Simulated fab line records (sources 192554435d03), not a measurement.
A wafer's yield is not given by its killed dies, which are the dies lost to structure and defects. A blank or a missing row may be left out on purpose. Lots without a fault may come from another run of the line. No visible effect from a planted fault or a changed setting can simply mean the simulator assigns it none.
Lot-split experiment | flow n5Finfet | on a route of 1938 steps: 7 lots, 21 wafers read

## ABOUT THE SPLIT
At N5_HKMG_FIN_ETCH_54 (etches SiARC in CF4, target depth 45.5 nm, time 75.8 s), the setting sourceW was moved away from the recipe's 545 W on 6 of the 21 wafers read, by -12.2% to +10.1%. All remaining wafers had this setting at the recipe value.

The split's own step is where the reading is taken.

## THE READING
rfVppV, in V, at N5_HKMG_FIN_ETCH_54 (etches SiARC in CF4, target depth 45.5 nm, time 75.8 s). A value of 184.4 V with a standard deviation of 1.1 V is what fault-free wafers of this fab line usually give.

wafer  | tool, chamber at the split | sourceW as run, W | against the recipe | rfVppV, V | against lot-mates on the recipe
L075.1 | rieDiel-05, 1              | 545               | recipe             | 184.4     | -
L075.5 | rieDiel-05, 2              | 545               | recipe             | 183.0     | -
L075.6 | rieDiel-05, 3              | 517.4             | -5.1%              | 187.5     | +3.8
L077.3 | rieDiel-02, 1              | 478.7             | -12.2%             | 190.4     | +4.5
L077.5 | rieDiel-02, 0              | 478.7             | -12.2%             | 194.8     | +8.9
L077.6 | rieDiel-02, 1              | 545               | recipe             | 185.9     | -
L080.1 | rieDiel-06, 1              | 545               | recipe             | 184.8     | -
L080.5 | rieDiel-06, 3              | 545               | recipe             | 183.2     | -
L080.6 | rieDiel-06, 0              | 545               | recipe             | 185.6     | -
L084.2 | rieDiel-05, 0              | 545               | recipe             | 182.9     | -
L084.3 | rieDiel-05, 2              | 545               | recipe             | 183.5     | -
L084.5 | rieDiel-05, 3              | 545               | recipe             | 183.6     | -
L085.1 | rieDiel-02, 2              | 545               | recipe             | 184.6     | -
L085.2 | rieDiel-02, 0              | 545               | recipe             | 186.1     | -
L085.6 | rieDiel-02, 1              | 514.2             | -5.7%              | 189.2     | +3.8
L089.3 | rieDiel-02, 2              | 545               | recipe             | 185.4     | -
L089.5 | rieDiel-02, 0              | 518.9             | -4.8%              | 187.7     | +2.1
L089.6 | rieDiel-02, 1              | 545               | recipe             | 185.8     | -
L097.1 | rieDiel-02, 3              | 599.8             | +10.1%             | 178.1     | -6.5
L097.2 | rieDiel-02, 2              | 545               | recipe             | 185.2     | -
L097.6 | rieDiel-02, 1              | 545               | recipe             | 184.1     | -

FIT RESULTS
A straight line over all 21 wafers: rfVppV changes by -0.662 V for each +1% of sourceW; r = -0.93; the points scatter about the line by 1.2 V.
The same after taking each lot's own level away (the mean of its wafers on the recipe; 21 wafers): -0.589 V for each +1%; r = -0.95; scatter 0.97 V.
Per that fit: largest sourceW move, reading shift of 7.2 V.
Across the lots, their own levels run from 183.33 to 185.90 V, a range of 2.3 times the standard deviation given above.
Thus the slope moves with the lot-to-lot level: the two fits are different.
Check: for one of the wafers moved furthest among these (-12.2%), held out of the fit, the line's prediction against its lot-mates is +8.31 V. Against them it came out at +4.5 V.
Tool readings at the split's step, against how far the setting was moved: rfVppV r = -0.93.

## OTHER SPLITS APPLIED TO THESE WAFERS
These wafers also went through other splits before the reading. Each is held against what the fit with the lots' levels taken away leaves over:
other split on the same wafers   | wafers away from the commonest value | r with rfVppV (lot level and that fit taken away)
N5_SD_EPI_P_ETCH_16 targetDepthA | 5                                    | -0.03
N5_SD_EPI_P_EPI_21 tempC         | 7                                    | -0.04

## FILE'S OWN FIT
rfVppV changes by -0.601 V for each +1% of sourceW, r = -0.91.
